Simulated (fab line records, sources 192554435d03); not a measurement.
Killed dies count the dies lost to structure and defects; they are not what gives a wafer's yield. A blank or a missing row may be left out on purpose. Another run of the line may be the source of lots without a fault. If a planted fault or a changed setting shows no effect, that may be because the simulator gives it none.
fab line records | flow n5Finfet
record: lots: 7 | wafers: 21
route steps=1938 shown PASSIVATION@1931
startH: hours from the record's opening day to when the first of the lot's shown wafers began | waitH: hours elapsed since this lot's preceding step | " repeats the value in the row above | L1.1+2: one row covering several wafers at once | - no value present, or no start provided | * or withheld: withheld | < > ~ a bound
route shown NAME@n: names a module that has steps shown in the file, with the first one's number in the route | usual: mean/standard deviation of fault-free wafers | same: alike in all rows | chamber/n: place in a boat | sites: readings site by site | _std_site: standard deviation across them | _edge_site: inner sites' mean taken away from outer sites' mean | radiusMm: how far each site lies from the wafer's centre | mask NAME#n: copy n | behind: the last tool/chamber to shape the wafer | hold: why the lot went on hold/how many hours it stayed there/how the hold came to an end | device: the transistor (n, p or np) that didn't switch | end of line: tests of these same wafers at the route's end | for a step that has no rows: nothing shown but its recipe | killed: count of dies lost to structure and defects at first sort (not the wafer's yield) | map: the dies of a wafer, with x for killed, . for not killed, _ for no die there
set.NAME: the run value of the setting; set.NAME@STEP: its run value at that earlier step | model.NAME: the simulator's own value behind a step, which no gauge read
one table per step and one row per wafer, for lots whose settings were changed on purpose
== steps ==
step: N5_PASSIVATION_STRIP_48
recipe: chemistry: O2 | powerW: 600 | tempC: 60 | pressureMtorr: 30 | rfFrequencyHz: 6e+07 | biasPowerW: 0 | overashFraction: 0.5 | o2FlowSccm: 225
lot.wafer  | tool       | chamber | startH | waitH | set.tempC
L079.2+4   | rieDiel-01 | 2,3     | 317.48 | 0.1   | 57.92
L079.5     | "          | 0       | "      | "     | 60
L083.1+3   | rieDiel-06 | 3,2     | 317.65 | 0.1   | 60
L083.5     | "          | 2       | "      | "     | 62.39
L084.4+5+6 | rieDiel-03 | 1,0,1   | 334.81 | 0.1   | 60
L088.4+5   | rieDiel-01 | 1,3     | 351.23 | 0.0   | 62.43
L088.6     | "          | 2       | "      | "     | 60
L093.2+6   | rieDiel-01 | 3,2     | 393.84 | 0.1   | 58.98
L093.5     | "          | 1       | "      | "     | 60
L095.2+4   | rieDiel-06 | 2       | 408.06 | 0.1   | 60
L095.6     | "          | 1       | "      | "     | 62
L097.1     | rieDiel-01 | 2       | 416.89 | 0.1   | 58.11
L097.4+6   | "          | 1       | "      | "     | 60
step: N5_PASSIVATION_STRIP_52
recipe: chemistry: postEtchResidueRemover | timeS: 1200 | tempC: 72.5
step: N5_PASSIVATION_CLEAN_71
recipe: chemistry: IPA | timeS: 180 | tempC: 25
step: N5_PASSIVATION_SRD_72
recipe: dry: ipaMarangoni | timeS: 30 | tempC: 23 | rinseLiquid: diw
step: N5_PASSIVATION_ANNEAL_56
recipe: tempC: 400 | timeS: 1800 | ambient: FGA | idleTempC: 300 | rampUpCPerMin: 5 | rampDownCPerMin: 3
step: N5_PASSIVATION_PROBE_49
usual: killed_at_M0_to_M3: 33/11 | killed_at_M4_up: 13/5.2 | killedAtContacts: 11/5.7 | killedAtFrontEnd: 39/11 | killedAtOther: 4/3 | killedDies: 101/20 | killedOpen: 66/15 | killedShort: 33/8.4
same: grossDies: 1180 | killedAtBackSide: 0
lot.wafer | tool      | chamber | startH | waitH | set.tempC@PASSIVATION_STRIP_48 | killed_at_M0_to_M3 | killed_at_M4_up | killedAtContacts | killedAtFrontEnd | killedAtOther | killedDies | killedOpen | killedShort
L079.2    | prober-01 | -       | 320.02 | 0.1   | 57.92                          | 1111               | 15              | 9                | 40               | 2             | 1177       | 53         | 43
L079.4    | prober-01 | -       | 320.12 | 0.2   | 57.92                          | 1087               | 31              | 16               | 41               | 2             | 1177       | 81         | 31
L079.5    | prober-01 | -       | 320.17 | 0.2   | 60                             | 32                 | 14              | 11               | 32               | 5             | 94         | 59         | 31
L083.1    | prober-01 | -       | 321.15 | 0.0   | 60                             | 120                | 10              | 15               | 43               | 6             | 194        | 59         | 36
L083.3    | prober-01 | -       | 321.25 | 0.1   | 60                             | 149                | 47              | 17               | 54               | 7             | 274        | 78         | 35
L083.5    | prober-01 | -       | 321.35 | 0.2   | 62.39                          | 56                 | 8               | 11               | 42               | 5             | 122        | 77         | 41
L084.4    | prober-01 | -       | 337.47 | 0.2   | 60                             | 30                 | 16              | 7                | 34               | 2             | 89         | 56         | 29
L084.5    | prober-01 | -       | 337.52 | 0.2   | 60                             | 28                 | 17              | 7                | 20               | 3             | 75         | 49         | 24
L084.6    | prober-01 | -       | 337.57 | 0.3   | 60                             | 37                 | 11              | 7                | 40               | 2             | 97         | 68         | 27
L088.4    | prober-01 | -       | 354.25 | 0.2   | 62.43                          | 48                 | 11              | 13               | 26               | 1             | 99         | 64         | 34
L088.5    | prober-01 | -       | 354.30 | 0.2   | 62.43                          | 49                 | 14              | 6                | 38               | 3             | 110        | 68         | 33
L088.6    | prober-01 | -       | 354.35 | 0.3   | 60                             | 47                 | 13              | 15               | 32               | 4             | 111        | 61         | 47
L093.2    | prober-01 | -       | 396.38 | 0.1   | 58.98                          | 27                 | 13              | 19               | 47               | 1             | 107        | 77         | 27
L093.5    | prober-01 | -       | 396.53 | 0.2   | 60                             | 33                 | 1071            | 17               | 58               | 1             | 1180       | 90         | 30
L093.6    | prober-01 | -       | 396.58 | 0.3   | 58.98                          | 42                 | 16              | 12               | 56               | 2             | 128        | 82         | 42
L095.2    | prober-02 | -       | 410.65 | 0.1   | 60                             | 80                 | 12              | 19               | 40               | 3             | 154        | 71         | 25
L095.4    | prober-02 | -       | 410.75 | 0.2   | 60                             | 47                 | 15              | 19               | 49               | 5             | 135        | 90         | 36
L095.6    | prober-02 | -       | 410.85 | 0.3   | 62                             | 30                 | 4               | 34               | 50               | 4             | 122        | 75         | 40
L097.1    | prober-02 | -       | 419.39 | 0.0   | 58.11                          | 21                 | 18              | 9                | 32               | 4             | 84         | 59         | 20
L097.4    | prober-02 | -       | 419.54 | 0.2   | 60                             | 28                 | 15              | 6                | 34               | 2             | 85         | 55         | 29
L097.6    | prober-02 | -       | 419.64 | 0.3   | 60                             | 33                 | 13              | 17               | 44               | 4             | 111        | 71         | 38
killed by level:class
L079.2 BEOL_M0_SAQP:areaAld=1079 GATE_CUT:geometricParticle:short=13 FIN_SAQP:geometricParticle:open=9 BEOL_M3:geometricParticle:open=9 MOL_CONTACT_COAG:geometricParticle:open=7 BEOL_M0_SAQP:geometricParticle:short=7 DUMMY_GATE:geometricParticle:short=4 BEOL_M0_SAQP:geometricParticle:open=4
L079.4 BEOL_M0_SAQP:areaAld=1064 MOL_CONTACT_COAG:geometricParticle:open=15 BEOL_M4:geometricParticle:open=13 FIN_SAQP:geometricParticle:open=12 BEOL_M4:geometricParticle:short=7 DUMMY_GATE:geometricParticle:open=6 BEOL_M0_SAQP:geometricParticle:open=6 GATE_CUT:geometricParticle:open=5
L079.5 GATE_CUT:geometricParticle:short=9 BEOL_M2:geometricParticle:open=9 MOL_CONTACT_COAG:geometricParticle:open=8 BEOL_M1:geometricParticle:open=7 BEOL_M4:geometricParticle:open=7 GATE_CUT:geometricParticle:open=5 BEOL_M3:geometricParticle:open=5 BEOL_M0_SAQP:geometricParticle:short=3
L083.1 BEOL_M3:areaExpose=97 MOL_CONTACT_COAG:geometricParticle:open=12 FIN_SAQP:geometricParticle:short=11 GATE_CUT:geometricParticle:short=9 STI_FIN_REVEAL:geometricParticle:open=5 GATE_CUT:geometricParticle:open=5 BEOL_M3:geometricParticle:open=5 DUMMY_GATE:geometricParticle:open=4
L083.3 BEOL_M3:areaExpose=116 BEOL_M4:areaExpose=35 MOL_CONTACT_COAG:geometricParticle:open=13 BEOL_M0_SAQP:geometricParticle:open=13 STI_FIN_REVEAL:geometricParticle:open=10 GATE_CUT:geometricParticle:short=8 HKMG_FIN:areaEtch=8 DUMMY_GATE:geometricParticle:open=6
L083.5 BEOL_M0_SAQP:geometricParticle:short=14 BEOL_M0_SAQP:geometricParticle:open=13 STI_FIN_REVEAL:geometricParticle:open=9 BEOL_M3:geometricParticle:open=9 MOL_CONTACT_COAG:geometricParticle:open=8 BEOL_M2:geometricParticle:open=7 FIN_SAQP:geometricParticle:open=5 FIN_SAQP:geometricParticle:short=5
L084.4 BEOL_M2:geometricParticle:open=9 BEOL_M0_SAQP:geometricParticle:short=8 FIN_SAQP:geometricParticle:open=6 STI_FIN_REVEAL:geometricParticle:open=5 BEOL_M0_SAQP:geometricParticle:open=5 MOL_CONTACT_COAG:geometricParticle:open=5 GATE_CUT:geometricParticle:short=4 GATE_CUT:geometricParticle:open=4
L084.5 BEOL_M0_SAQP:geometricParticle:open=6 BEOL_M2:geometricParticle:open=6 BEOL_M4:geometricParticle:open=6 BEOL_M3:geometricParticle:open=5 STI_FIN_REVEAL:geometricParticle:open=4 MOL_CONTACT_COAG:geometricParticle:open=4 BEOL_M0_SAQP:geometricParticle:short=4 MOL_CONTACT_COAG:geometricParticle:short=3
L084.6 FIN_SAQP:geometricParticle:open=16 BEOL_M0_SAQP:geometricParticle:open=10 BEOL_M0_SAQP:geometricParticle:short=9 FIN_SAQP:geometricParticle:short=7 BEOL_M2:geometricParticle:open=7 MOL_CONTACT_COAG:geometricParticle:open=5 BEOL_M1:geometricParticle:open=4 BEOL_M3:geometricParticle:open=4
L088.4 MOL_CONTACT_COAG:geometricParticle:open=13 BEOL_M0_SAQP:geometricParticle:short=12 BEOL_M0_SAQP:geometricParticle:open=9 BEOL_M3:geometricParticle:open=8 BEOL_M4:geometricParticle:open=7 BEOL_M1:geometricParticle:open=6 BEOL_M2:geometricParticle:open=5 FIN_SAQP:geometricParticle:short=4
L088.5 BEOL_M3:geometricParticle:open=13 FIN_SAQP:geometricParticle:open=8 BEOL_M3:areaExpose=7 GATE_CUT:geometricParticle:open=6 MOL_CONTACT_COAG:geometricParticle:open=6 BEOL_M0_SAQP:geometricParticle:open=6 BEOL_M4:geometricParticle:open=6 BEOL_M2:geometricParticle:short=5
L088.6 MOL_CONTACT_COAG:geometricParticle:open=12 BEOL_M2:geometricParticle:short=9 BEOL_M0_SAQP:geometricParticle:short=8 FIN_SAQP:geometricParticle:short=7 BEOL_M0_SAQP:geometricParticle:open=7 BEOL_M3:geometricParticle:open=7 BEOL_M2:geometricParticle:open=5 BEOL_M1:geometricParticle:open=5
L093.2 STI_FIN_REVEAL:geometricParticle:open=20 MOL_CONTACT_COAG:geometricParticle:open=15 BEOL_M0_SAQP:geometricParticle:open=9 FIN_SAQP:geometricParticle:open=8 BEOL_M0_SAQP:geometricParticle:short=7 STI_FIN_REVEAL:geometricParticle:short=5 BEOL_M2:geometricParticle:open=5 MOL_CONTACT_COAG:geometricParticle:short=4
L093.5 BEOL_M4:areaExpose=1056 STI_FIN_REVEAL:geometricParticle:open=17 MOL_CONTACT_COAG:geometricParticle:open=15 FIN_SAQP:geometricParticle:open=11 BEOL_M2:geometricParticle:open=9 BEOL_M0_SAQP:geometricParticle:open=7 BEOL_M3:geometricParticle:open=6 FIN_SAQP:geometricParticle:short=5
L093.6 FIN_SAQP:geometricParticle:open=15 FIN_SAQP:geometricParticle:short=14 BEOL_M0_SAQP:geometricParticle:open=13 MOL_CONTACT_COAG:geometricParticle:open=11 BEOL_M0_SAQP:geometricParticle:short=11 BEOL_M4:geometricParticle:open=9 BEOL_M1:geometricParticle:open=5 BEOL_M2:geometricParticle:open=5
L095.2 BEOL_M3:areaExpose=55 MOL_CONTACT_COAG:geometricParticle:open=16 STI_FIN_REVEAL:geometricParticle:open=12 BEOL_M2:geometricParticle:open=9 DUMMY_GATE:geometricParticle:open=7 ILD0:geometricParticle:open=5 BEOL_M4:geometricParticle:open=4 STARTING-WAFER:geometricParticle:open=4
L095.4 MOL_CONTACT_COAG:geometricParticle:open=17 STI_FIN_REVEAL:geometricParticle:open=15 BEOL_M3:geometricParticle:open=13 BEOL_M2:geometricParticle:open=10 BEOL_M1:geometricParticle:open=6 STI_FIN_REVEAL:geometricParticle:short=5 BEOL_M0_SAQP:geometricParticle:short=5 BEOL_M1:geometricParticle:short=5
L095.6 MOL_CONTACT_COAG:geometricParticle:open=26 STI_FIN_REVEAL:geometricParticle:open=16 BEOL_M0_SAQP:geometricParticle:short=10 BEOL_M0_SAQP:geometricParticle:open=9 MOL_CONTACT_COAG:geometricParticle:short=8 DUMMY_GATE:geometricParticle:open=6 DUMMY_GATE:areaExpose=5 FIN_SAQP:geometricParticle:short=4
L097.1 FIN_SAQP:geometricParticle:open=13 STI_FIN_REVEAL:geometricParticle:open=6 MOL_CONTACT_COAG:geometricParticle:open=6 BEOL_M4:geometricParticle:open=6 BEOL_M8:geometricParticle:open=5 FIN_SAQP:geometricParticle:short=4 BEOL_M0_SAQP:geometricParticle:open=4 BEOL_M0_SAQP:geometricParticle:short=4
L097.4 FIN_SAQP:geometricParticle:short=8 BEOL_M0_SAQP:geometricParticle:open=8 FIN_SAQP:geometricParticle:open=7 STI_FIN_REVEAL:geometricParticle:open=6 BEOL_M0_SAQP:geometricParticle:short=6 BEOL_M2:geometricParticle:open=6 MOL_CONTACT_COAG:geometricParticle:open=5 BEOL_M1:geometricParticle:open=5
L097.6 FIN_SAQP:geometricParticle:open=13 MOL_CONTACT_COAG:geometricParticle:open=10 BEOL_M2:geometricParticle:open=8 STI_FIN_REVEAL:geometricParticle:open=7 BEOL_M1:geometricParticle:open=7 FIN_SAQP:geometricParticle:short=6 BEOL_M5:geometricParticle:open=6 DUMMY_GATE:geometricParticle:open=5
== key ==
split: step: N5_PASSIVATION_STRIP_48 | setting: tempC | stated: 60 | by: wafer
response: step: N5_PASSIVATION_PROBE_49 | reading: killedDies | shape: bent | atLowest: 1177 | atStated: 217 | atHighest: 104
